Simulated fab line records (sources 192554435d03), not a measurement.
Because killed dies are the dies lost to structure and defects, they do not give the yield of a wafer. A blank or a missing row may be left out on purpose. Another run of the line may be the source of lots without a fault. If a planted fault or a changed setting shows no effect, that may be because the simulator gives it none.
A struck lot beside a sound one -- flow n5_finfet -- 18 out of 1938 route steps
Sound: these wafers, L233.1, L233.3, L233.5. Struck: wafer L224.4 (left out: L224.2, L224.5 of the same lot, which were not struck); the cause appears at the end.
Each step with rows lists, per side, the tool, then ch with its chambers, then its first start. Under that, the readings that differ: sound wafers -- struck wafers -- difference of the means -- sigmas: that difference in standard deviations of wafers without a fault.
alike: a reading whose means differ by less than 2 such deviations, as well as words and numbers matching on both sides. not compared: withheld readings; readings where some wafer has no value; bounds like >300 that might hide an equal value; numbers whose values overlap and for which the record gives no deviation.
Wherever a step has rows on one side only, a row that says differs or no value, or a row with sigmas, the two part there. Numbers that have no deviation but don't overlap get no sigmas and don't part them. A reading that every wafer of one side lacks parts them only if that side has two wafers or more.

N5_BEOL_M1_INSPECT_30: inspects for defects (brightfield).
  struck on defect_inspect-02, day 8 02:22; sound on defect_inspect-01, day 10 02:52
  alike: raw_defect_count
then, 1 step without rows for these wafers: N5_BEOL_M1_DESCUM_33 (chemistry O2, time 7 s).
N5_BEOL_M1_ETCH_77: etches underlayer in N2/H2, target depth 6.5 nm, time 5.2 s.
  sound on rie_diel-06 ch 0,1,2, day 10 02:55; struck on rie_diel-05 ch 3, day 8 02:26
  alike: drypump_motor_current_A, etch_rf_on_time_s, oes_product_au, rf_vpp_V, showerhead_plenum_p_Torr, throttle_valve_pct
  not compared: rf_hours_counter_h
N5_BEOL_M1_ETCH_69: etches SiARC in CF4, target depth 15.6 nm, time 26 s.
  sound on rie_diel-06 ch 0,1,2, day 10 02:56; struck on rie_diel-05 ch 3, day 8 02:28
  alike: drypump_motor_current_A, etch_rf_on_time_s, oes_product_au, rf_vpp_V, showerhead_plenum_p_Torr, throttle_valve_pct
  not compared: rf_hours_counter_h
then, 1 step without rows for these wafers: N5_BEOL_M1_ALD_98 (deposits SiO2, target thk 2.5 nm, pulse time 1 s, co reactant pulse time 1 s).
N5_BEOL_M1_ETCHBACK_99: etches SiO2 in CHF3, target depth 5 nm, time 10.4 s.
  sound on rie_diel-06 ch 1,2, day 10 04:23; struck on rie_diel-05 ch 2, day 8 06:53
reading,sound,struck,difference,sigmas
rf_vpp_V (V),240 245 246,236,-8,-2
  alike: drypump_motor_current_A, oes_ar_750_au, oes_f_703_au, oes_product_au, showerhead_plenum_p_Torr, throttle_valve_pct
  not compared: rf_hours_counter_h
then, 3 steps without rows for these wafers: N5_BEOL_M1_ETCH_70 (etches SOC in N2/H2, target depth 80 nm, overetch 16 nm, time 120 s); N5_BEOL_M1_STRIP_71 (strips in N2/H2); N5_BEOL_M1_STRIP_78 (strips in N2/H2).
N5_BEOL_M1_VIA_ETCH_34: etches the open film in C4F6/O2, target depth 67.8 nm, time 64.4 s.
  sound on rie_diel-06 ch 1,2, day 10 04:31; struck on rie_diel-05 ch 2, day 8 07:01
reading,sound,struck,difference,sigmas
rf_vpp_V (V),664 678 679,649,-25,-3
  alike: drypump_motor_current_A, oes_ar_750_au, oes_f_703_au, oes_product_au, run_length_s, showerhead_plenum_p_Torr, throttle_valve_pct
  not compared: rf_hours_counter_h
then, 2 steps without rows for these wafers: N5_BEOL_M1_STRIP_83 (strips in C4F6/O2); N5_BEOL_M1_STRIP_36 (strips in N2/H2).
N5_BEOL_M1_TRENCH_ETCH_37: etches SiOC in C4F6/O2, target depth 55.207 nm, time 29 s.
  sound on rie_diel-06 ch 1,2, day 10 04:37; struck on rie_diel-05 ch 2, day 8 07:07
reading,sound,struck,difference,sigmas
rf_vpp_V (V),664 679 679,648,-26,-3
run_length_s (s),52.5 52.4 52.9,57.0,+4.4,+10
model.BEOL_M1.feature_depth_nm (nm),55.8 56.8 57.2,62.4,+5.8,
model.etch.depth_nm (nm),55.71 56.71 57.17,62.4,+5.9,
model.TiN_of_BEOL_M1_HM_DEP_02.thk_nm (nm),17.6 17.6 17.6,17.2,-0.4,
  alike: drypump_motor_current_A, oes_ar_750_au, oes_f_703_au, oes_product_au, showerhead_plenum_p_Torr, throttle_valve_pct
  not compared: rf_hours_counter_h
then, 1 step without rows for these wafers: N5_BEOL_M1_ETCH_41 (etches SiCN in CH3F/O2, target depth 31.9 nm, time 57.8 s).
N5_BEOL_M1_STRIP_97: strips in N2/H2, time 10 s.
  sound on rie_diel-06 ch 1,2; struck on rie_diel-05 ch 2
  alike: drypump_motor_current_A, oes_product_au, rf_vpp_V, showerhead_plenum_p_Torr, throttle_valve_pct
  not compared: rf_hours_counter_h
N5_BEOL_M1_OCD_MEAS_38:
  struck on ocd-01, day 8 07:17; sound on ocd-02, day 10 04:46
reading,sound,struck,difference,sigmas
trench_depth_nm (nm),55.2 57.0 57.1,62.1,+5.7,+5
then, 1 step without rows for these wafers: N5_BEOL_M1_HM_STRIP_39 (strips TiN in peroxide tin strip, target depth 25 nm, time 158 s).
N5_BEOL_M4_RC_MEAS_101:
  sound on prober-01 ch 0, day 12 05:27; struck on prober-01 ch 0, day 10 01:50
reading,sound,struck,difference,sigmas
DIBL_N (mV/V),36.9 36.6 34.9,31.9,-4.2,-2
VT_N (mV),249 247 250,255,+6,+2
  alike: DIBL_P, IOFF_N, IOFF_P, ION_N, ION_P, SS_N, SS_P, VT_P

## WHERE THEY PART
Last at N5_BEOL_M4_RC_MEAS_101 as far as this record goes, first at N5_BEOL_M1_ETCHBACK_99.

WHY: whatever the simulator had introduced
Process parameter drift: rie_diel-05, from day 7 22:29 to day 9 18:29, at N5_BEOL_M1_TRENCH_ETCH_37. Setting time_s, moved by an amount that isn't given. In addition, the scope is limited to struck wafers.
